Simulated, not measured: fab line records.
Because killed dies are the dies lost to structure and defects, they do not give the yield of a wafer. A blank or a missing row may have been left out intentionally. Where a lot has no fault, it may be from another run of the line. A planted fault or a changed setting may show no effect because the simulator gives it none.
Struck lot and sound lot, side by side -- flow nand harc -- 14 steps out of a route of 1302
Sound: these wafers, L460.1, L460.3, L460.5. Wafers struck: L471.1, L471.2, L471.3. The cause is named last.
Per side, at each step with rows, come the tool, then ch with its chambers, and then its first start. Under that, the readings that differ: sound wafers -- struck wafers -- difference of the means -- sigmas: that difference in standard deviations of wafers without a fault.
alike: readings whose means differ by less than 2 such deviations, and words and numbers that are the same on both sides. not compared: withheld readings, readings that some wafer has no value for, bounds like >300 that may hide the same value, and numbers for which the record gives no deviation and whose values overlap.
The two part at a step that has a row with sigmas, a row that says differs or no value, or rows on one side only. Numbers that don't overlap but have no deviation are shown without sigmas and don't part them. A reading missing from all wafers of one side parts the sides only when that side holds two or more wafers.

NHARC_P_GATE_RTA_82: time 30 s.
  sound on rtp anneal-01 ch 0, day 8 07:04; struck on rtp anneal-02 ch 0, day 12 23:44
reading,sound,struck,difference,sigmas
lamp power pct (%),4.11 4.11 4.10,4.42 4.42 4.42,+0.31,+2
lamp_zone_5_pct (%),4.12 4.12 4.12,4.43 4.43 4.44,+0.31,+2
  alike: wafer_temp_C_max
NHARC_P_GATE_INSPECT_68:
  sound on defect inspect-01 at day 8 07:15; struck on defect inspect-02 at day 12 23:56
  alike: raw defect count
NHARC_P_CONTACT_DEP_30: deposits SiNx, target thk 30 nm.
  sound on pecvd-01 ch 0,1,2, day 8 07:19; struck on pecvd-02 ch 1,2, day 13 00:12
  alike: heater power w
NHARC_P_CONTACT_DEP_00: deposits SiO2, target thk 500 nm.
  sound on pecvd-01 ch 0,1,2; struck on pecvd-02 ch 1,2, day 13 00:33
  alike: heater power w, throttle valve pct
NHARC_P_CONTACT_CMP_01: polishes SiO2, target thk 200 nm.
  sound on cmp-02 ch 0,1, day 8 08:02; struck on cmp-02 ch 1,2,3, day 13 01:10
  alike: motor current A
then, 6 steps without rows for these wafers: NHARC_P_CONTACT_SRD_03; NHARC_P_CONTACT_DEHYDRATE_04 (time 120 s); NHARC_P_CONTACT_HMDS_05 (time 30 s); NHARC_P_CONTACT_COAT_33 (time 75 s); NHARC_P_CONTACT_COAT_34 (time 65 s); NHARC_P_CONTACT_COAT_06 (resist thk 90 nm).
NHARC_P_CONTACT_SOFTBAKE_07: time 55 s.
  sound on litho track-04 ch 0, day 8 08:00; struck on litho track-01 ch 0, day 13 01:00
reading,sound,struck,difference,sigmas
heater power total W (W),188.33 188.35 188.74,323.02 323.05 323.13,+134.59,+99 or more
following that, these wafers have no rows for 1 step: NHARC_P_CONTACT_EBR_08.
NHARC_END_SORT_01:
  the record has rows for the sound wafers here (prober-02 ch 0, day 26 15:44) and none for the struck ones

WHERE THEY PART
Earliest at NHARC_P_GATE_RTA_82; latest, in this record, at NHARC_END_SORT_01.

WHY: what had been put in by the simulator
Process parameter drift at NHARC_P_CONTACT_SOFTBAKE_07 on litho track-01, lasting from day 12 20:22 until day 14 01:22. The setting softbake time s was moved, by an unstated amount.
